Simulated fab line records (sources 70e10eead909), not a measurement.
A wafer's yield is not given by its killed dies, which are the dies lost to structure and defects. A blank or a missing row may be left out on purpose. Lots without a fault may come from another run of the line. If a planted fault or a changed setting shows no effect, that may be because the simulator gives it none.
Which of the tools did it?	flow nandHarc	Sampling: 11 lots, 33 wafers, 6 of 1302 route steps

WHAT THE GAUGES READ, wafer by wafer
NHARC_A_DECK1_JOINT_THK_MEAS_17: measures by ellipsometry. Usual: thkNm reads 44.9 nm (standard deviation 1.3).
lot	measured	on	thkNm (nm)	flag
L165	day 12 22:51	filmMetro-02	44.2 48.0 44.8	
L164	day 12 22:42	filmMetro-02	47.0 43.4 45.6	
L167	day 13 19:33	filmMetro-01	44.0 43.4 43.3	
L168	day 13 19:35	filmMetro-02	44.7 45.6 46.8	
L172	day 15 22:04	filmMetro-02	43.5 44.4 42.9	
L173	day 16 04:37	filmMetro-02	48.1 45.3 47.5	
L176	day 17 08:26	filmMetro-01	44.9 44.9 45.4 43.1 45.6 45.2	
L182	day 19 22:41	filmMetro-01	43.5 45.3 44.8	
L184	day 20 13:22	filmMetro-01	46.2 44.6 45.6	
L186	day 21 17:29	filmMetro-01	45.3 46.0 43.7	
L187	day 21 23:10	filmMetro-02	46.7 45.3 44.4	

NHARC_A_ONON_D2_THK_MEAS_27: measures by ellipsometry. Usual: thkNm reads 1004 nm (standard deviation 11).
lot	measured	on	thkNm (nm)	flag
L165	day 13 11:19	filmMetro-02	1008 1007 1008	
L164	day 13 11:18	filmMetro-02	993 994 992	
L167	day 14 07:29	filmMetro-02	1006 1005 1007	
L168	day 14 07:29	filmMetro-01	1015 1014 1014	
L172	day 16 10:41	filmMetro-02	1006 1004 1007	
L173	day 16 16:34	filmMetro-01	1018 1019 1019	
L176	day 17 23:47	filmMetro-02	1003 1004 1005	
L182	day 20 10:39	filmMetro-01	998 1000 1000	
L184	day 21 02:54	filmMetro-01	997 999 998	
L186	day 22 05:48	filmMetro-01	981 980 980	
L187	day 22 12:01	filmMetro-01	1006 1005 1005	

NHARC_END_SORT_01. Usual: killedAtArray 57, standard deviation 20; killedAtOther 1.3, standard deviation 1.4; killedAtPeriphery 3.4, standard deviation 2.4; killedDies 61, standard deviation 19; killedOpen 2.9, standard deviation 1.8; killedShort 2.5, standard deviation 1.6.
lot	measured	on	killedAtArray	killedAtOther	killedAtPeriphery	killedDies	killedOpen	killedShort	flag
L176	day 29 18:42	prober-01	55 50 52	2 3 3	2 3 3	59 56 58	3 2 1	2 2 1	

WHICH TOOL RAN EACH LOT (tool, then ch and the chambers of the sampled wafers, then the start)
lot	NHARC_A_CHANNEL_HOLE_D1_STRIP_27	NHARC_A_CHANNEL_FILL_D1_STRIP_29	NHARC_A_DECK1_JOINT_DEP_16
L165	rieDiel-09 ch 1,3, day 12 22:36 or earlier	rieDiel-05 ch 2,3, day 12 22:36 or earlier	pecvd-02 ch 0,1,2, day 12 22:36
L164	rieDiel-09 ch 1,2, day 12 22:25 or earlier	rieDiel-06 ch 2,3, day 12 22:25 or earlier	pecvd-04 ch 0,1,2, day 12 22:25
L167	rieDiel-08 ch 0,1,2, day 13 19:16 or earlier	rieDiel-05 ch 0,2,3, day 13 19:16 or earlier	pecvd-02 ch 0,1,2, day 13 19:16
L168	rieDiel-09 ch 0,1,3, day 13 19:18 or earlier	rieDiel-06 ch 1,2, day 13 19:18 or earlier	pecvd-04 ch 0,1,2, day 13 19:18
L172	rieDiel-08 ch 0,1,3, day 15 21:51 or earlier	rieDiel-01 ch 1,3, day 15 21:51 or earlier	pecvd-04 ch 1,2, day 15 21:51
L173	rieDiel-08 ch 1,3, day 16 04:20 or earlier	rieDiel-01 ch 0,1,3, day 16 04:20 or earlier	pecvd-04 ch 1,2, day 16 04:20
L176	rieDiel-08 ch 0,2, day 17 08:09 or earlier	rieDiel-05 ch 0,2,3, day 17 08:09 or earlier	pecvd-04 ch 0,1, day 17 08:09
L182	rieDiel-03 ch 0,1,3, day 19 22:24 or earlier	rieDiel-06 ch 0,1, day 19 22:24 or earlier	pecvd-01 ch 0,1,2, day 19 22:24
L184	rieDiel-03 ch 0,2,3, day 18 19:07 or earlier	rieDiel-06 ch 2,3, day 18 19:07	pecvd-04 ch 0,2, day 20 13:05
L186	rieDiel-08 ch 0,1,3, day 21 17:13 or earlier	rieDiel-01 ch 1,2,3, day 21 17:13 or earlier	pecvd-04 ch 0,1,2, day 21 17:13
L187	rieDiel-08 ch 1,2,3, day 21 22:53 or earlier	rieDiel-05 ch 1,2, day 21 22:53 or earlier	pecvd-04 ch 1,2, day 21 22:53
- NHARC_A_CHANNEL_HOLE_D1_STRIP_27: strips in O2.
- NHARC_A_CHANNEL_FILL_D1_STRIP_29: strips in O2, time 20 s.
- NHARC_A_DECK1_JOINT_DEP_16: deposits SiO2, target thk 45 nm.

WHAT THE TOOLS THEMSELVES READ (means of the sampled wafers that have a number; where no wafer has one, the mark that the record gives instead)
NHARC_A_CHANNEL_HOLE_D1_STRIP_27. Usual: drypumpMotorCurrentA 5.8 A, standard deviation 0.45; oesProductAu 1.000 a.u., standard deviation 0.0071; rfVppV 57.8 V, standard deviation 0.84; showerheadPlenumPTorr 3.50 Torr, standard deviation 0.11; throttleValvePct 17.036 %, standard deviation 0.0092.
lot	tool	drypumpMotorCurrentA (A)	oesProductAu (a.u.)	rfVppV (V)	showerheadPlenumPTorr (Torr)	throttleValvePct (%)	flag
L165	rieDiel-09	5.8	0.996	58.0	3.66	17.039	
L164	rieDiel-09	5.7	0.991	57.9	3.62	17.043	
L167	rieDiel-08	5.8	1.001	57.1	3.44	17.032	
L168	rieDiel-09	5.6	0.998	57.8	3.61	17.032	
L172	rieDiel-08	5.8	1.005	58.0	3.49	17.047	
L173	rieDiel-08	6.0	1.004	57.5	3.56	17.038	
L176	rieDiel-08	5.6	1.008	57.9	3.46	17.027	
L182	rieDiel-03	5.9	0.995	57.9	3.46	17.032	
L184	rieDiel-03	5.7	1.001	57.5	3.56	17.035	
L186	rieDiel-08	5.8	1.007	57.0	3.49	17.042	
L187	rieDiel-08	6.1	0.999	57.5	3.50	17.043	

NHARC_A_CHANNEL_FILL_D1_STRIP_29. Usual: drypumpMotorCurrentA 5.7 A, standard deviation 0.68; oesProductAu 0.994 a.u., standard deviation 0.011; rfVppV 57.8 V, standard deviation 0.99; showerheadPlenumPTorr 3.52 Torr, standard deviation 0.16; throttleValvePct 17.037 %, standard deviation 0.0091.
lot	tool	drypumpMotorCurrentA (A)	oesProductAu (a.u.)	rfVppV (V)	showerheadPlenumPTorr (Torr)	throttleValvePct (%)	flag
L165	rieDiel-05	6.2	0.998	58.6	3.65	17.032	
L164	rieDiel-06	5.6	0.993	57.1	3.42	17.040	
L167	rieDiel-05	6.2	0.992	58.2	3.62	17.040	
L168	rieDiel-06	6.1	0.999	57.8	3.41	17.034	
L172	rieDiel-01	4.9	0.998	58.7	3.66	17.039	
L173	rieDiel-01	4.9	0.989	58.5	3.59	17.028	
L176	rieDiel-05	6.2	0.994	57.5	3.62	17.029	
L182	rieDiel-06	6.6	0.990	57.0	3.36	17.038	
L184	rieDiel-06	5.3	1.005	57.8	3.37	17.032	
L186	rieDiel-01	5.3	0.996	58.2	3.71	17.047	
L187	rieDiel-05	6.2	1.001	57.6	3.58	17.034	

NHARC_A_DECK1_JOINT_DEP_16. Usual: chamberPressureTorr 6.500 Torr, standard deviation 0.014; heaterPowerOuterW 317 W, standard deviation 71; heaterPowerW 567 W, standard deviation 110; throttleValvePct 15.6 %, standard deviation 0.49.
lot	tool	chamberPressureTorr (Torr)	heaterPowerOuterW (W)	heaterPowerW (W)	throttleValvePct (%)	flag
L165	pecvd-02	6.502	294	526	15.4	
L164	pecvd-04	6.502	330	577	15.6	
L167	pecvd-02	6.513	319	555	15.6	
L168	pecvd-04	6.494	313	548	15.5	
L172	pecvd-04	6.503	341	567	15.5	
L173	pecvd-04	6.494	378	640	15.8	
L176	pecvd-04	6.495	296	561	15.6	
L182	pecvd-01	6.497	296	564	16.3	
L184	pecvd-04	6.483	282	493	15.4	
L186	pecvd-04	6.506	311	559	15.3	
L187	pecvd-04	6.514	345	598	15.3	

THE ANSWER, worked out from the rows above alone
Rule: take the mean of a lot's wafers that have a number; if it is more than 3 standard deviations from the usual mean, the lot is off. Also off: a lot with no number at a reading for which 4 or more lots have one. Any other lot the step has rows for is counted as sound. First the gauges in route order, then the tools' own readings, where a lot's mean is used as printed above. At the first step where some lot is off, the reading lying furthest off is the one used; lots without a number count as furthest.
No lot is off at any reading shown: from this, nothing can be told.

WHAT WAS PUT IN BY THE SIMULATOR
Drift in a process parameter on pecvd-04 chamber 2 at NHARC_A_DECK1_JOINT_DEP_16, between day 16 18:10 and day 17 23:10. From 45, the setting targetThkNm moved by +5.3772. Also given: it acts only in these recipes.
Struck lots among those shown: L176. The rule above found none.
